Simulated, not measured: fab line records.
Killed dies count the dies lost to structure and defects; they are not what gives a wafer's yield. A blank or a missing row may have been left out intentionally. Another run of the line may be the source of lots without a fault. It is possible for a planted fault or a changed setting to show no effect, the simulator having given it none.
Chamber matching    flow n5 finfet    N5_BEOL_M9_ETCH_62 on rie diel-06: 4 sister chambers
The step etches SOC in N2/H2, target depth 110 nm, overetch 22 nm, time 165 s. 8 wafers are shown with their chamber, then 7 later ones without.

== WAFERS, EACH WITH ITS CHAMBER ==
wafer   chamber  showerhead plenum p Torr (Torr)  drypump motor current A (A)
L082.1  0        2.65                             6.2
L082.2  1        2.53                             5.4
L082.5  1        2.53                             5.4
L088.1  3        2.40                             5.7
L088.2  0        2.64                             6.1
L088.4  2        2.61                             6.3
L087.2  3        2.40                             5.7
L087.3  2        2.61                             6.3

== WAFERS MISSING THEIR CHAMBER ==
wafer   showerhead plenum p Torr (Torr)  drypump motor current A (A)
L087.5  2.61                             6.3
L090.1  2.61                             6.3
L090.5  2.64                             6.1
L090.6  2.53                             5.4
L093.1  2.39                             5.7
L093.3  2.64                             6.1
L093.5  2.60                             6.3

== CHAMBER TAKEN BY EACH ==
wafer   from the rows above  in truth
L087.5  2                    2
L090.1  2                    2
L090.5  0                    0
L090.6  1                    1
L093.1  3                    3
L093.3  0                    0
L093.5  2                    2
7 of 7 placed correctly. Number that these rows cannot place: 0. Number placed wrongly: 0.
How it was worked out, from the rows above alone: a wafer's distance from a chamber is the root of the sum, over the readings, of the square of ((its reading less the chamber's mean) divided by the reading's scatter). If the next closest chamber is less than 2 further off than the closest, the wafer can't be placed; otherwise it belongs to the closest. For every chamber, the mean is computed from those of its wafers that are shown. The scatter is the square root of a quotient: the sum, over the shown wafers, of each reading's squared deviation from its chamber's mean, divided by wafers minus chambers.
